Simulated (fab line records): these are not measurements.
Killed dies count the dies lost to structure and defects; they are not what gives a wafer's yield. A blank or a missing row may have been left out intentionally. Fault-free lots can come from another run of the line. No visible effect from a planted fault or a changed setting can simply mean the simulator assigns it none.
fab line records	flow n5-finfet
[record] lots = 24	wafers = 72	last-day = 19
route steps=1938 shown MOL_CONTACT_COAG@544
lots that met no fault: from a run of the same line without faults
start-h: hours from the record's opening day to when the first of the lot's shown wafers began	wait-h: how many hours have passed since the lot's step before this one	" same as the row above	L1.1+2: several wafers, shown together as one row	- no value, or no start given	* or withheld: withheld	< > ~ a bound
route shown NAME@n: NAME is a module with steps in the file, n the number in the route of the first one	usual: average and standard deviation across the fault-free wafers	same: alike in all rows	chamber/n: place in a boat	sites: the reading at each site	_std_site: their standard deviation	_edge_site: mean of outer sites minus mean of inner sites	radius-mm: how far each site lies from the wafer's centre	mask NAME#n: copy n	behind: the most recent tool/chamber to have shaped the wafer	hold: cause of the lot's hold/its duration in hours/its outcome	device: the transistor (n, p or np) that didn't switch	end of line: the route-end tests of the same wafers	where a step has no rows: the recipe by itself	killed: not the wafer's yield, but the dies lost to structure and defects at the first sort	map: dies across one wafer; x = killed, . = not, _ = none there
set.NAME: setting as actually run; set.NAME@STEP: the setting as run at that earlier step	model.NAME: the simulator's own value behind a step, which no gauge read
the route's steps for a sample of lots (tables are steps, rows are wafers)
services: a tool's chamber out of use, with start hour (start-h, from the record's first day; less than 0 if before it), hours out, and reason
[[steps]]
[step N5_MOL_CONTACT_COAG_ALD_20]
[recipe] material = TiN	target-thk-a = 15	temp-c = 400	ald-precursor-family = TiCl4	ald-co-reactant = NH3	pulse-time-s = 1	purge-time-s = 3	co-reactant-purge-time-s = 2	co-reactant-pulse-time-s = 2	ald-cycles = 68	pressure-torr = 3
[usual] heater-power-w = 945/140	precursor-pulse-height-rel = 1.000/0.018	susceptor-temp-C = 399.97/0.23
[same] co-reactant-purge-time-s = 2	purge-time-s = 3
lot.wafer	tool	chamber	start-h	wait-h	heater-power-w	precursor-pulse-height-rel	susceptor-temp-C
L074.2	ald-metal-02	2	86.09	0.1	1305	0.969	400.04
L074.3	"	3	"	"	658	1.008	400.08
L074.5	"	0	"	"	823	0.973	399.90
L075.2	ald-metal-04	2	94.71	0.1	794	0.993	400.02
L075.4	"	3	"	"	1084	1.010	400.35
L075.6	"	3	"	"	1078	1.027	400.54
L076.1	ald-metal-02	1	101.11	0.1	839	1.012	400.10
L076.2	"	2	"	"	1284	0.982	399.80
L076.5	"	3	"	"	665	1.022	399.66
L077.2	ald-metal-04	3	106.68	0.1	1080	1.002	400.33
L077.4	"	2	"	"	780	1.026	399.78
L077.6	"	1	"	"	960	0.990	400.16
L078.2	ald-metal-04	0	114.47	0.1	934	1.001	399.94
L078.3	"	3	"	"	1074	1.001	399.82
L078.5	"	0	"	"	893	0.990	399.99
L079.1	ald-metal-04	0	120.08	0.1	932	0.988	399.86
L079.2	"	1	"	"	935	1.007	400.32
L079.4	"	3	"	"	1053	1.007	399.88
L080.3	ald-metal-02	3	129.01	0.1	645	0.987	400.04
L080.5	"	2	"	"	1302	0.985	399.82
L080.6	"	3	"	"	673	0.988	399.85
L081.2	ald-metal-04	3	131.58	0.1	1075	1.000	400.21
L081.3	"	1	"	"	936	1.002	400.06
L081.5	"	0	"	"	912	0.990	399.79
L082.1	ald-metal-04	0	138.08	0.1	913	0.996	400.09
L082.3	"	3	"	"	1044	0.989	399.80
L082.4	"	0	"	"	935	1.028	399.69
L083.1	ald-metal-04	1	141.45	0.1	960	0.997	399.85
L083.3	"	3	"	"	1070	1.011	399.84
L083.5	"	3	"	"	1062	0.997	400.12
L084.2	ald-metal-04	3	145.96	0.1	1062	0.996	400.17
L084.4	"	1	"	"	955	0.987	399.99
L084.6	"	3	"	"	1060	1.010	400.20
L085.1	ald-metal-04	0	159.02	0.1	928	1.002	400.12
L085.4	"	2	"	"	777	0.972	399.72
L085.5	"	0	"	"	907	0.982	399.86
L086.1	ald-metal-04	0	165.94	0.1	914	1.024	399.85
L086.3	"	1	"	"	977	0.992	400.10
L086.4	"	3	"	"	1067	1.018	400.18
L087.1	ald-metal-04	2	169.06	0.1	787	1.014	399.94
L087.2	"	1	"	"	956	0.988	400.12
L087.5	"	3	"	"	1078	0.992	399.93
L088.2	ald-metal-04	3	172.38	0.1	1066	1.013	400.06
L088.3	"	1	"	"	945	1.005	400.44
L088.5	"	3	"	"	1072	1.005	400.13
L089.2	ald-metal-04	1	180.07	0.1	976	0.979	399.83
L089.3	"	3	"	"	1080	0.975	399.83
L089.4	"	2	"	"	782	1.039	399.90
L090.1	ald-metal-04	1	185.25	0.1	974	0.995	400.02
L090.3	"	2	"	"	795	1.015	399.91
L090.6	"	3	"	"	1070	1.019	400.19
L091.2	ald-metal-04	0	194.33	0.1	915	0.977	399.59
L091.5	"	3	"	"	1045	1.001	400.00
L091.6	"	0	"	"	938	0.999	399.67
L092.1	ald-metal-02	3	197.53	0.1	647	0.973	400.10
L092.5	"	1	"	"	826	0.983	399.66
L092.6	"	2	"	"	1306	1.001	400.09
L093.2	ald-metal-04	2	204.01	0.1	792	0.989	400.26
L093.4	"	0	"	"	896	0.995	399.81
L093.6	"	0	"	"	901	1.036	400.05
L094.2	ald-metal-03	2	209.37	0.1	1070	1.027	400.39
L094.5	"	3	"	"	842	0.989	399.77
L094.6	"	0	"	"	947	0.989	400.07
L095.2	ald-metal-04	2	216.19	0.1	766	1.000	399.88
L095.5	"	1	"	"	974	1.011	400.22
L095.6	"	0	"	"	909	1.009	399.84
L096.1	ald-metal-04	2	225.29	0.1	787	1.002	399.84
L096.3	"	3	"	"	1066	0.990	399.64
L096.4	"	1	"	"	950	0.984	399.87
L097.2	ald-metal-03	0	226.22	0.1	930	0.994	399.87
L097.3	"	2	"	"	1054	1.022	399.67
L097.5	"	2	"	"	1040	0.994	399.88
[step N5_MOL_CONTACT_COAG_CO_FILL_22]
[recipe] material = Co	target-thk-a = 200	temp-c = 200	precursor = CCTBA/H2	pressure-torr = 30
[usual] heater-power-w = 233/21	susceptor-temp-C = 200.02/0.16
lot.wafer	tool	chamber	start-h	wait-h	heater-power-w	susceptor-temp-C
L074.2	cvd-co-02	1	88.45	0.1	259	199.85
L074.3	"	2	"	"	243	199.93
L074.5	"	2	"	"	248	199.74
L075.2	cvd-co-01	1	96.42	0.1	275	199.98
L075.4	"	1	"	"	269	199.79
L075.6	"	0	"	"	236	200.01
L076.1	cvd-co-01	0	102.30	0.1	238	200.07
L076.2	"	1	"	"	265	199.85
L076.5	"	1	"	"	265	199.99
L077.2	cvd-co-02	1	108.30	0.1	246	200.05
L077.4	"	2	"	"	251	199.91
L077.6	"	1	"	"	257	199.96
L078.2	cvd-co-01	0	116.25	0.1	235	200.07
L078.3	"	2	"	"	204	199.90
L078.5	"	2	"	"	203	199.97
L079.1	cvd-co-01	2	120.87	0.1	200	199.91
L079.2	"	0	"	"	241	200.04
L079.4	"	0	"	"	243	200.16
L080.3	cvd-co-01	0	131.02	0.4	239	200.04
L080.5	"	2	"	"	200	200.18
L080.6	"	0	"	"	239	200.09
L081.2	cvd-co-01	0	133.61	0.1	238	199.96
L081.3	"	0	"	"	242	200.00
L081.5	"	0	"	"	238	199.97
L082.1	cvd-co-02	0	139.22	0.1	213	200.07
L082.3	"	1	"	"	252	200.07
L082.4	"	2	"	"	242	200.18
L083.1	cvd-co-01	2	142.51	0.1	205	199.93
L083.3	"	2	"	"	207	199.89
L083.5	"	0	"	"	242	199.78
L084.2	cvd-co-01	1	149.03	0.1	253	199.90
L084.4	"	0	"	"	243	199.88
L084.6	"	2	"	"	198	200.10
L085.1	cvd-co-01	2	160.73	0.1	201	200.09
L085.4	"	0	"	"	243	199.99
L085.5	"	2	"	"	201	199.94
L086.1	cvd-co-02	2	166.95	0.1	245	200.02
L086.3	"	0	"	"	206	199.99
L086.4	"	1	"	"	258	199.92
L087.1	cvd-co-02	0	170.22	0.1	214	199.75
L087.2	"	1	"	"	255	200.21
L087.5	"	1	"	"	251	200.28
L088.2	cvd-co-01	1	173.42	0.1	246	200.02
L088.3	"	2	"	"	202	199.78
L088.5	"	1	"	"	250	200.35
L089.2	cvd-co-01	0	181.96	0.1	239	199.74
L089.3	"	1	"	"	242	200.19
L089.4	"	2	"	"	199	199.77
L090.1	cvd-co-02	1	188.33	0.1	250	200.13
L090.3	"	0	"	"	209	199.74
L090.6	"	0	"	"	209	199.94
L091.2	cvd-co-02	2	197.19	0.1	247	199.94
L091.5	"	1	"	"	257	199.81
L091.6	"	2	"	"	247	199.84
L092.1	cvd-co-02	0	199.31	0.1	214	200.16
L092.5	"	2	"	"	248	199.75
L092.6	"	0	"	"	214	200.10
L093.2	cvd-co-02	1	205.57	0.1	253	199.82
L093.4	"	0	"	"	213	199.86
L093.6	"	1	"	"	251	199.62
L094.2	cvd-co-01	0	210.47	0.1	239	199.94
L094.5	"	0	"	"	242	200.16
L094.6	"	2	"	"	208	200.03
L095.2	cvd-co-02	1	217.71	0.1	249	199.87
L095.5	"	0	"	"	213	200.06
L095.6	"	2	"	"	252	199.94
L096.1	cvd-co-01	2	226.35	0.1	199	200.25
L096.3	"	1	"	"	244	200.00
L096.4	"	1	"	"	250	200.00
L097.2	cvd-co-02	0	229.46	0.1	208	200.05
L097.3	"	2	"	"	240	199.84
L097.5	"	0	"	"	209	199.87
[step N5_MOL_CONTACT_COAG_ANNEAL_113]
[recipe] temp-c = 400	time-s = 300	ambient = H2/N2
[usual] lamp-power-pct = 2.425/0.027	wafer_temp_C_max = 401.8/0.87
lot.wafer	tool	chamber	start-h	wait-h	lamp-power-pct	wafer_temp_C_max
L074.2	rtp-anneal-02	0	89.73	1.0	2.451	401.2
L074.3	"	0	"	"	2.453	401.3
L074.5	"	0	"	"	2.448	401.1
L075.2	rtp-anneal-02	0	97.18	0.5	2.451	401.2
L075.4	"	0	"	"	2.456	401.6
L075.6	"	0	"	"	2.453	401.1
L076.1	rtp-anneal-02	0	102.92	0.3	2.453	401.2
L076.2	"	0	"	"	2.449	400.9
L076.5	"	0	"	"	2.450	401.6
L077.2	rtp-anneal-01	0	109.07	0.5	2.397	402.6
L077.4	"	0	"	"	2.398	401.9
L077.6	"	0	"	"	2.398	403.2
L078.2	rtp-anneal-01	0	117.31	0.8	2.395	402.3
L078.3	"	0	"	"	2.398	402.2
L078.5	"	0	"	"	2.394	402.0
L079.1	rtp-anneal-01	0	121.77	0.6	2.398	402.1
L079.2	"	0	"	"	2.395	402.3
L079.4	"	0	"	"	2.402	402.6
L080.3	rtp-anneal-02	0	131.93	0.6	2.449	400.7
L080.5	"	0	"	"	2.451	400.8
L080.6	"	0	"	"	2.451	400.6
L081.2	rtp-anneal-01	0	134.66	0.8	2.397	401.3
L081.3	"	0	"	"	2.401	401.4
L081.5	"	0	"	"	2.399	401.7
L082.1	rtp-anneal-01	0	139.83	0.3	2.397	402.9
L082.3	"	0	"	"	2.395	402.1
L082.4	"	0	"	"	2.398	403.1
L083.1	rtp-anneal-02	0	143.42	0.6	2.452	400.8
L083.3	"	0	"	"	2.451	400.9
L083.5	"	0	"	"	2.449	400.8
L084.2	rtp-anneal-01	0	149.80	0.5	2.397	402.4
L084.4	"	0	"	"	2.397	402.0
L084.6	"	0	"	"	2.398	402.3
L085.1	rtp-anneal-02	0	161.52	0.5	2.450	401.4
L085.4	"	0	"	"	2.449	400.9
L085.5	"	0	"	"	2.453	401.2
L086.1	rtp-anneal-02	0	167.56	0.3	2.455	400.8
L086.3	"	0	"	"	2.457	400.7
L086.4	"	0	"	"	2.451	401.0
L087.1	rtp-anneal-01	0	170.89	0.4	2.394	402.3
L087.2	"	0	"	"	2.395	402.1
L087.5	"	0	"	"	2.394	401.3
L088.2	rtp-anneal-01	0	174.20	0.5	2.400	403.1
L088.3	"	0	"	"	2.398	402.3
L088.5	"	0	"	"	2.398	402.9
L089.2	rtp-anneal-02	0	182.73	0.5	2.454	401.3
L089.3	"	0	"	"	2.450	401.0
L089.4	"	0	"	"	2.452	401.2
L090.1	rtp-anneal-01	0	188.95	0.3	2.397	402.7
L090.3	"	0	"	"	2.398	402.3
L090.6	"	0	"	"	2.398	402.4
L091.2	rtp-anneal-02	0	198.14	0.7	2.455	401.0
L091.5	"	0	"	"	2.457	400.8
L091.6	"	0	"	"	2.454	401.3
L092.1	rtp-anneal-02	0	200.01	0.4	2.446	401.2
L092.5	"	0	"	"	2.453	401.4
L092.6	"	0	"	"	2.451	400.8
L093.2	rtp-anneal-01	0	206.34	0.5	2.391	403.0
L093.4	"	0	"	"	2.402	403.2
L093.6	"	0	"	"	2.395	403.0
L094.2	rtp-anneal-01	0	211.24	0.5	2.394	402.4
L094.5	"	0	"	"	2.403	402.4
L094.6	"	0	"	"	2.396	402.5
L095.2	rtp-anneal-01	0	218.48	0.5	2.400	403.5
L095.5	"	0	"	"	2.399	402.4
L095.6	"	0	"	"	2.403	402.3
L096.1	rtp-anneal-02	0	227.05	0.4	2.456	400.9
L096.3	"	0	"	"	2.452	401.0
L096.4	"	0	"	"	2.449	400.5
L097.2	rtp-anneal-02	0	230.24	0.5	2.451	400.8
L097.3	"	0	"	"	2.448	400.9
L097.5	"	0	"	"	2.453	400.6
[step N5_MOL_CONTACT_COAG_ALD_27]
[recipe] material = SiOC	target-thk-a = 170	temp-c = 400	ald-precursor-family = carbosiloxane	ald-co-reactant = H2-plasma	pulse-time-s = 1.5	time-s = 2720	purge-time-s = 2	co-reactant-purge-time-s = 2	ald-cycles = 340	pressure-torr = 2
[usual] heater-power-w = 837/100	precursor-pulse-height-rel = 1.000/0.022	susceptor-temp-C = 400.00/0.2
[same] co-reactant-purge-time-s = 2	purge-time-s = 2
lot.wafer	tool	chamber	start-h	wait-h	heater-power-w	precursor-pulse-height-rel	susceptor-temp-C
L074.2	ald-sin-01	2	92.55	0.0	829	1.004	399.96
L074.3	"	3	"	"	945	0.978	399.83
L074.5	"	1	"	"	990	1.027	400.03
L075.2	ald-sin-04	0	101.09	0.3	641	1.003	399.84
L075.4	"	2	"	"	928	0.985	399.84
L075.6	"	2	"	"	929	1.011	399.78
L076.1	ald-sin-01	2	106.19	0.3	825	1.006	400.20
L076.2	"	1	"	"	991	0.985	400.20
L076.5	"	2	"	"	817	1.007	399.95
L077.2	ald-sin-03	1	113.11	0.0	871	0.986	399.86
L077.4	"	3	"	"	906	0.995	399.69
L077.6	"	2	"	"	726	1.033	400.17
L078.2	ald-sin-04	3	121.10	0.0	778	0.956	399.88
L078.3	"	0	"	"	659	0.995	400.06
L078.5	"	1	"	"	745	1.017	400.01
L079.1	ald-sin-01	0	124.25	0.0	816	0.994	399.83
L079.2	"	1	"	"	994	1.006	399.70
L079.4	"	0	"	"	832	0.995	399.88
L080.3	ald-sin-03	2	134.79	0.0	721	0.998	399.93
L080.5	"	3	"	"	906	1.030	400.14
L080.6	"	2	"	"	731	1.019	399.99
L081.2	ald-sin-04	3	139.22	0.0	782	1.022	399.82
L081.3	"	0	"	"	640	0.989	400.01
L081.5	"	1	"	"	757	0.993	399.74
L082.1	ald-sin-04	3	143.28	0.8	790	0.986	399.80
L082.3	"	2	"	"	923	1.015	399.90
L082.4	"	0	"	"	624	1.009	399.72
L083.1	ald-sin-04	3	146.50	0.0	790	1.000	399.64
L083.3	"	1	"	"	756	0.986	400.28
L083.5	"	0	"	"	643	1.026	400.16
L084.2	ald-sin-01	3	153.44	0.0	960	1.000	400.17
L084.4	"	2	"	"	817	0.969	399.73
L084.6	"	3	"	"	953	1.016	400.33
L085.1	ald-sin-03	0	166.14	0.9	880	0.965	399.83
L085.4	"	1	"	"	888	0.982	399.79
L085.5	"	0	"	"	880	1.014	400.12
L086.1	ald-sin-01	1	170.36	0.0	996	1.016	400.29
L086.3	"	0	"	"	826	0.996	400.01
L086.4	"	3	"	"	961	1.002	399.84
L087.1	ald-sin-04	1	174.12	0.0	742	1.024	399.99
L087.2	"	2	"	"	940	1.022	400.21
L087.5	"	2	"	"	911	0.967	400.09
L088.2	ald-sin-04	3	177.56	0.0	779	1.012	400.31
L088.3	"	1	"	"	767	1.027	400.12
L088.5	"	3	"	"	781	1.025	399.81
L089.2	ald-sin-03	1	186.77	0.7	861	0.969	400.06
L089.3	"	3	"	"	911	1.021	399.89
L089.4	"	0	"	"	853	1.001	399.86
L090.1	ald-sin-04	0	193.15	0.0	653	1.008	400.08
L090.3	"	2	"	"	940	1.041	399.81
L090.6	"	1	"	"	741	0.969	400.15
L091.2	ald-sin-01	1	201.12	0.0	945	0.964	399.96
L091.5	"	1	"	"	974	0.994	400.00
L091.6	"	0	"	"	855	1.011	399.66
L092.1	ald-sin-04	0	204.21	0.0	674	0.994	400.34
L092.5	"	0	"	"	657	0.985	400.33
L092.6	"	1	"	"	743	1.025	399.89
L093.2	ald-sin-04	3	210.48	0.8	780	1.014	400.33
L093.4	"	0	"	"	663	1.040	400.10
L093.6	"	1	"	"	755	1.024	399.98
L094.2	ald-sin-03	3	213.85	0.0	936	1.013	399.96
L094.5	"	0	"	"	885	0.981	400.13
L094.6	"	1	"	"	890	1.042	400.38
L095.2	ald-sin-01	3	222.53	0.1	939	1.019	400.29
L095.5	"	3	"	"	955	1.003	399.76
L095.6	"	1	"	"	961	0.986	399.61
L096.1	ald-sin-01	3	230.76	0.0	941	1.016	400.19
L096.3	"	1	"	"	943	1.008	400.11
L096.4	"	0	"	"	866	0.973	400.24
L097.2	ald-sin-01	2	233.10	0.6	807	0.984	399.84
L097.3	"	0	"	"	877	0.962	400.08
L097.5	"	3	"	"	946	0.989	400.23
[step N5_MOL_CONTACT_COAG_ETCHBACK_135]
[recipe] chemistry = CHF3	target = SiO2	target-depth-a = 250	time-s = 16.7	ion-energy-ev = 200	pressure-mtorr = 30	source-w = 610	bias-w = 170	Ar_flow_sccm = 200	CHF3_flow_sccm = 50
[usual] CHF3_flow_sccm = 49.98/0.15	drypump-motor-current-A = 6.0/0.5	oes-product-au = 0.80/0.083	rf-vpp-V = 527/5.5	showerhead-plenum-p-Torr = 2.44/0.072	throttle-valve-pct = 18.70/0.2
lot.wafer	tool	chamber	start-h	wait-h	CHF3_flow_sccm	drypump-motor-current-A	oes-product-au	rf-hours-counter-h	rf-vpp-V	showerhead-plenum-p-Torr	throttle-valve-pct
L074.2	rie-diel-05	3	97.25	0.0	49.76	6.4	0.75	160	527	2.48	18.89
L074.3	"	1	"	"	50.13	4.9	0.93	19	521	2.34	18.47
L074.5	"	3	"	"	49.87	6.4	0.75	-	528	2.47	18.88
L075.2	rie-diel-05	1	104.41	0.0	49.61	4.9	0.92	22	520	2.34	18.47
L075.4	"	2	"	"	49.94	5.9	0.71	202	530	2.45	18.49
L075.6	"	2	"	"	50.10	5.9	0.71	-	528	2.45	18.48
L076.1	rie-diel-03	3	109.63	0.0	50.02	6.1	0.78	128	517	2.39	18.73
L076.2	"	1	"	"	50.04	6.7	0.75	148	529	2.47	18.38
L076.5	"	3	"	"	49.98	6.1	0.78	-	518	2.38	18.71
L077.2	rie-diel-03	3	117.93	0.0	49.88	6.1	0.78	131	517	2.38	18.73
L077.4	"	1	"	"	50.15	6.7	0.75	151	529	2.47	18.37
L077.6	"	3	"	"	49.83	6.1	0.77	-	516	2.38	18.74
L078.2	rie-diel-05	0	125.18	0.0	50.26	5.7	0.77	110	529	2.49	18.81
L078.3	"	2	"	"	49.82	5.9	0.70	209	527	2.45	18.49
L078.5	"	1	"	"	50.08	4.9	0.90	-	520	2.33	18.48
L079.1	rie-diel-05	2	127.74	0.0	50.12	5.9	0.71	209	528	2.45	18.50
L079.2	"	3	"	"	49.90	6.4	0.74	171	528	2.47	18.89
L079.4	"	0	"	"	49.89	5.7	0.76	112	529	2.49	18.81
L080.3	rie-diel-05	0	138.62	0.0	49.75	5.6	0.76	114	528	2.49	18.82
L080.5	"	3	"	"	50.07	6.4	0.74	-	527	2.47	18.91
L080.6	"	0	"	"	49.69	5.7	0.77	-	530	2.49	18.81
L081.2	rie-diel-02	3	143.19	0.0	49.81	5.8	0.85	81	534	2.51	18.88
L081.3	"	0	"	"	50.08	6.2	0.74	169	536	2.48	18.77
L081.5	"	0	"	"	49.90	6.2	0.73	-	536	2.48	18.77
L082.1	rie-diel-02	1	147.02	0.0	49.97	5.0	0.90	25	520	2.33	18.52
L082.3	"	0	"	"	50.02	6.2	0.75	171	537	2.48	18.77
L082.4	"	3	"	"	49.75	5.8	0.85	83	533	2.51	18.87
L083.1	rie-diel-03	1	150.16	0.0	50.38	6.7	0.74	165	530	2.47	18.39
L083.3	"	3	"	"	50.15	6.1	0.77	144	517	2.38	18.76
L083.5	"	2	"	"	49.81	5.8	0.91	-	527	2.53	18.80
L084.2	rie-diel-02	2	157.31	0.0	50.03	6.1	0.70	242	524	2.26	19.08
L084.4	"	0	"	"	50.24	6.2	0.73	175	536	2.48	18.78
L084.6	"	2	"	"	49.96	6.1	0.70	-	523	2.26	19.09
L085.1	rie-diel-05	3	170.08	0.0	50.21	6.4	0.72	185	527	2.47	18.93
L085.4	"	0	"	"	49.84	5.7	0.75	126	527	2.49	18.85
L085.5	"	1	"	"	49.72	4.9	0.86	-	520	2.33	18.52
L086.1	rie-diel-05	2	174.65	0.0	50.00	5.9	0.70	225	528	2.44	18.51
L086.3	"	0	"	"	50.21	5.7	0.75	128	529	2.49	18.85
L086.4	"	1	"	"	50.03	4.9	0.87	46	520	2.33	18.50
L087.1	rie-diel-02	2	177.42	0.0	49.88	6.0	0.69	248	522	2.25	19.11
L087.2	"	1	"	"	50.05	5.0	0.87	35	519	2.32	18.54
L087.5	"	1	"	"	50.06	5.0	0.87	-	519	2.32	18.53
L088.2	rie-diel-05	3	181.71	0.0	50.02	6.3	0.72	189	529	2.46	18.94
L088.3	"	2	"	"	50.03	6.0	0.70	227	527	2.44	18.53
L088.5	"	3	"	"	49.99	6.3	0.72	-	530	2.46	18.95
L089.2	rie-diel-03	3	191.77	0.0	50.27	6.1	0.75	161	517	2.37	18.78
L089.3	"	2	"	"	49.97	5.8	0.87	35	524	2.52	18.84
L089.4	"	0	"	"	49.89	6.4	0.92	8	534	2.43	18.40
L090.1	rie-diel-03	0	196.72	0.0	49.92	6.4	0.92	10	534	2.43	18.41
L090.3	"	3	"	"	49.97	6.1	0.76	162	517	2.37	18.77
L090.6	"	3	"	"	49.74	6.1	0.75	-	517	2.37	18.77
L091.2	rie-diel-03	0	204.58	0.0	50.15	6.4	0.92	13	531	2.43	18.41
L091.5	"	0	"	"	49.98	6.4	0.92	-	533	2.43	18.42
L091.6	"	1	"	"	49.96	6.7	0.74	-	528	2.46	18.41
L092.1	rie-diel-02	3	208.06	0.0	50.01	5.8	0.82	102	533	2.50	18.92
L092.5	"	2	"	"	49.87	6.1	0.97	-	532	2.54	18.68
L092.6	"	3	"	"	49.98	5.8	0.82	-	534	2.50	18.92
L093.2	rie-diel-02	0	213.78	0.0	49.87	6.1	0.72	194	536	2.47	18.79
L093.4	"	3	"	"	49.92	5.8	0.83	104	533	2.50	18.89
L093.6	"	2	"	"	49.98	6.1	0.96	-	532	2.54	18.68
L094.2	rie-diel-03	0	217.58	0.0	49.92	6.4	0.91	18	533	2.43	18.42
L094.5	"	1	"	"	50.06	6.7	0.72	-	528	2.46	18.42
L094.6	"	2	"	"	49.92	5.8	0.86	-	524	2.52	18.84
L095.2	rie-diel-03	1	226.03	0.0	49.75	6.7	0.72	192	528	2.46	18.44
L095.5	"	0	"	"	50.13	6.4	0.90	-	533	2.43	18.42
L095.6	"	3	"	"	49.92	6.1	0.75	-	515	2.37	18.79
L096.1	rie-diel-05	2	234.96	0.0	50.11	6.0	0.68	248	526	2.44	18.56
L096.3	"	1	"	"	50.02	4.9	0.84	70	520	2.32	18.55
L096.4	"	0	"	"	50.01	5.7	0.73	148	529	2.48	18.86
L097.2	rie-diel-03	1	236.57	0.0	50.13	6.7	0.73	196	529	2.46	18.45
L097.3	"	2	"	"	50.32	5.8	0.85	52	524	2.51	18.86
L097.5	"	1	"	"	49.78	6.7	0.72	-	528	2.46	18.45
[step N5_MOL_CONTACT_COAG_OVL_MEAS_41]
[recipe] points-per-wafer = 522
[usual] VD_OVL = -0.1/0.68
lot.wafer	tool	chamber	start-h	wait-h	VD_OVL[nm]
L074.2	overlay-02	0	97.97	0.0	-0.4
L074.3	"	0	"	"	-0.1
L074.5	"	0	"	"	0.3
L075.2	overlay-01	0	105.27	0.0	0.1
L075.4	"	0	"	"	-0.1
L075.6	"	0	"	"	-0.4
L076.1	overlay-02	0	110.47	0.0	-0.4
L076.2	"	0	"	"	-0.3
L076.5	"	0	"	"	0.2
L077.2	overlay-02	0	118.82	0.0	0.2
L077.4	"	0	"	"	0.1
L077.6	"	0	"	"	0.1
L078.2	overlay-02	0	125.90	0.0	0.4
L078.3	"	0	"	"	-0.4
L078.5	"	0	"	"	-1.3
L079.1	overlay-01	0	128.45	0.0	0.3
L079.2	"	0	"	"	-0.7
L079.4	"	0	"	"	-0.8
L080.3	overlay-02	0	139.35	0.0	-0.9
L080.5	"	0	"	"	-0.7
L080.6	"	0	"	"	0.0
L081.2	overlay-01	0	144.03	0.0	-0.3
L081.3	"	0	"	"	-0.3
L081.5	"	0	"	"	-0.5
L082.1	overlay-01	0	148.03	0.0	0.3
L082.3	"	0	"	"	1.5
L082.4	"	0	"	"	-0.1
L083.1	overlay-01	0	151.00	0.0	-0.7
L083.3	"	0	"	"	-0.1
L083.5	"	0	"	"	-0.4
L084.2	overlay-01	0	158.10	0.0	0.2
L084.4	"	0	"	"	1.1
L084.6	"	0	"	"	0.0
L085.1	overlay-01	0	170.87	0.0	-1.3
L085.4	"	0	"	"	-0.9
L085.5	"	0	"	"	-0.6
L086.1	overlay-02	0	175.49	0.0	-0.3
L086.3	"	0	"	"	0.4
L086.4	"	0	"	"	0.5
L087.1	overlay-02	0	178.14	0.0	0.2
L087.2	"	0	"	"	-1.1
L087.5	"	0	"	"	-0.6
L088.2	overlay-02	0	182.56	0.0	-1.3
L088.3	"	0	"	"	-0.1
L088.5	"	0	"	"	-0.2
L089.2	overlay-02	0	192.49	0.0	-0.4
L089.3	"	0	"	"	-0.1
L089.4	"	0	"	"	-0.3
L090.1	overlay-02	0	197.56	0.0	-0.1
L090.3	"	0	"	"	-0.5
L090.6	"	0	"	"	0.8
L091.2	overlay-02	0	205.31	0.0	0.7
L091.5	"	0	"	"	-0.7
L091.6	"	0	"	"	0.3
L092.1	overlay-02	0	208.82	0.0	-0.2
L092.5	"	0	"	"	-0.1
L092.6	"	0	"	"	0.5
L093.2	overlay-02	0	214.51	0.0	1.4
L093.4	"	0	"	"	1.2
L093.6	"	0	"	"	2.2
L094.2	overlay-02	0	218.43	0.0	0.6
L094.5	"	0	"	"	0.4
L094.6	"	0	"	"	-0.5
L095.2	overlay-01	0	226.88	0.0	0.0
L095.5	"	0	"	"	1.2
L095.6	"	0	"	"	0.4
L096.1	overlay-01	0	235.80	0.0	-0.4
L096.3	"	0	"	"	0.6
L096.4	"	0	"	"	-0.3
L097.2	overlay-01	0	237.56	0.0	-1.0
L097.3	"	0	"	"	-0.5
L097.5	"	0	"	"	-1.3
[[services]]
tool	chamber	start-h	hours	kind
cvd-co-02	1	67.04	16.8	repair
cvd-co-01	-	68.36	6.9	pm
cvd-co-02	0	69.48	34.6	repair
ald-sin-01	2	75.89	7.2	repair
cvd-co-01	-	76.82	0.6	repair
ald-sin-04	-	87.09	14.0	pm
ald-metal-04	-	92.53	1.1	repair
rie-diel-03	-	99.11	2.8	pm
ald-sin-01	3	111.50	1.7	repair
cvd-co-01	1	115.68	10.4	repair
ald-sin-01	3	118.03	6.7	repair
ald-metal-04	2	122.96	25.0	repair
rie-diel-02	3	127.94	2.0	repair
ald-metal-04	-	149.17	8.7	pm
cvd-co-02	2	152.24	1.8	repair
ald-metal-04	0	171.20	1.6	repair
ald-sin-01	-	177.36	14.0	pm
cvd-co-01	-	185.05	2.3	repair
ald-sin-01	-	191.36	6.1	pm
rie-diel-05	3	191.40	1.4	repair
ald-sin-04	2	205.60	7.8	repair
ald-sin-01	0	221.18	1.7	repair
rie-diel-03	1	222.81	2.7	repair
rtp-anneal-01	-	228.59	4.2	pm
[[key]]
fault none
